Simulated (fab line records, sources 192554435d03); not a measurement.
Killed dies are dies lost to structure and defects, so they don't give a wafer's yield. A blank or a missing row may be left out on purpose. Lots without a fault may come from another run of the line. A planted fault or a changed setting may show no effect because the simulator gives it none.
Chamber matching | flow n5_finfet | N5_GATE_CUT_HM_OPEN_40 on rie_diel-01: 4 sister chambers
The step chemistry C4F6/O2, target SiO2, target depth 139 nm, time 85.1 s. 8 wafers are shown with their chamber, then 8 later ones without.

WAFERS WITH THEIR CHAMBER
wafer  | chamber | rf_vpp_V (V) | showerhead_plenum_p_Torr (Torr)
L075.3 | 3       | 687          | 2.80
L077.3 | 3       | 687          | 2.79
L082.4 | 0       | 647          | 2.93
L082.5 | 1       | 668          | 2.85
L085.2 | 2       | 654          | 2.68
L085.4 | 1       | 667          | 2.84
L085.6 | 0       | 648          | 2.93
L091.1 | 2       | 653          | 2.68

WAFERS WITHOUT THEIR CHAMBER
wafer  | rf_vpp_V (V) | showerhead_plenum_p_Torr (Torr)
L091.3 | 668          | 2.84
L091.4 | 649          | 2.92
L095.2 | 654          | 2.68
L095.4 | 668          | 2.84
L095.5 | 667          | 2.84
L096.1 | 647          | 2.92
L096.2 | 654          | 2.68
L096.4 | 667          | 2.84

WHICH CHAMBER EACH WENT THROUGH
wafer  | from the rows above | in truth
L091.3 | 1                   | 1
L091.4 | 0                   | 0
L095.2 | 2                   | 2
L095.4 | 1                   | 1
L095.5 | 1                   | 1
L096.1 | 0                   | 0
L096.2 | 2                   | 2
L096.4 | 1                   | 1
Placed correctly: 8 of 8. Can't be placed from these rows: 0. Placed wrongly: 0.
How it was worked out, from the rows above alone: a wafer's distance from a chamber is the root of the sum, over the readings, of the square of ((its reading less the chamber's mean) divided by the reading's scatter). The wafer belongs to the nearest chamber; if the next one is less than 2 further off, it can't be placed. A chamber's mean is the mean of its shown wafers. The scatter: the root of (the sum of the squares of (reading less its chamber's mean) over the shown wafers, divided by (wafers less chambers)).
